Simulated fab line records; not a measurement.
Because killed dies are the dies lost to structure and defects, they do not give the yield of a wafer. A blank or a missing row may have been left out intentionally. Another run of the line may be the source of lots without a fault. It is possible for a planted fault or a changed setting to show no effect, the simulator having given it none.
Code-filled problem report in 8D (eight disciplines) form	flow nand-harc	the parts of the form that need people (team, actions taken, sign-off) are left out

## 1. THE PROBLEM
NHARC_END_SORT_01, killed-dies: mean 554 on 3 wafers (1 lot); fault-free wafers 62, standard deviation 18. Measured from the usual mean, that is +27 standard deviations.
First seen on wafer L664.2, day 30 11:17, on prober-02. The record holds 3 wafers of 1 lot with a number at this step. The rule behind "out" and "out of limits": a value lying over 4 standard deviations away from the usual mean. All remaining wafers that have a number are taken as sound.

## 2. WHAT IT IS, WHAT IT ISN'T
question	is	is not
which readings at this step	killed-dies, killed-at-array	killed-at-other, killed-at-periphery, killed-open, killed-short
which lots	L664	-
which wafers of those lots	all that have a number	-
read on which gauges	prober-02	-
when	from day 30 11:17	up to then (0 sound wafers)

## 3. SUSPECTS, AND WHAT RULES EACH OUT
Counting: a tool at any process step up to the reading remains a suspect when it ran all the lots that are out and ran no sound lot after the first of those.
- the gauge at NHARC_END_SORT_01: kept. All the wafers that are out were read on prober-02, and no step on other tools shows them out.
- lpcvd-02 at NHARC_A_STAIRCASE_CVD_552 (deposits SiNx, target thk 40 nm): kept. It ran the lot that is out, L664 (day 23 13:15), and no sound lot after that.
Remaining after the count are lpcvd-02 at NHARC_A_STAIRCASE_CVD_552 and prober-02 at NHARC_END_SORT_01.

## 4. THE CAUSE (what the simulator had put in)
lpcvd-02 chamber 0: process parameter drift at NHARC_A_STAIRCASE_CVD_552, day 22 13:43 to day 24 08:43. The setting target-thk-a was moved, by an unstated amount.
After counting, 2 suspects remain, this tool included.

## 5. THE CHAIN OF EFFECTS, in route order
One row per reading whose mean, taken over the struck wafers that have a number, lies over 3 standard deviations from the usual. Scope: only readings with a usual standard deviation given in the record; hours: median across lots of the time from each lot's start at the first step in this table that gives one to its start at this step; sigmas: change in usual standard deviations.
hours	step	reading	usual	on struck wafers	change	sigmas
0	NHARC_END_SORT_01	killed-at-array	57	547	+490	+27
0	NHARC_END_SORT_01	killed-dies	62	554	+492	+27

## 6. HOW IT WOULD HAVE BEEN CAUGHT EARLIER
The first out-of-limits reading at a measuring or inspecting step in this record came at day 30 11:17, 190 hours after the fault's start at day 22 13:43.
Tool readings at NHARC_A_STAIRCASE_CVD_552 with a usual standard deviation given in the record: none out on any struck wafer, hence no alarm at a limit of 4 standard deviations on them.
Lots out: 1; all had begun NHARC_A_STAIRCASE_CVD_552 on lpcvd-02 by day 30 11:17. A hold on the tool at that time would have spared none of them.
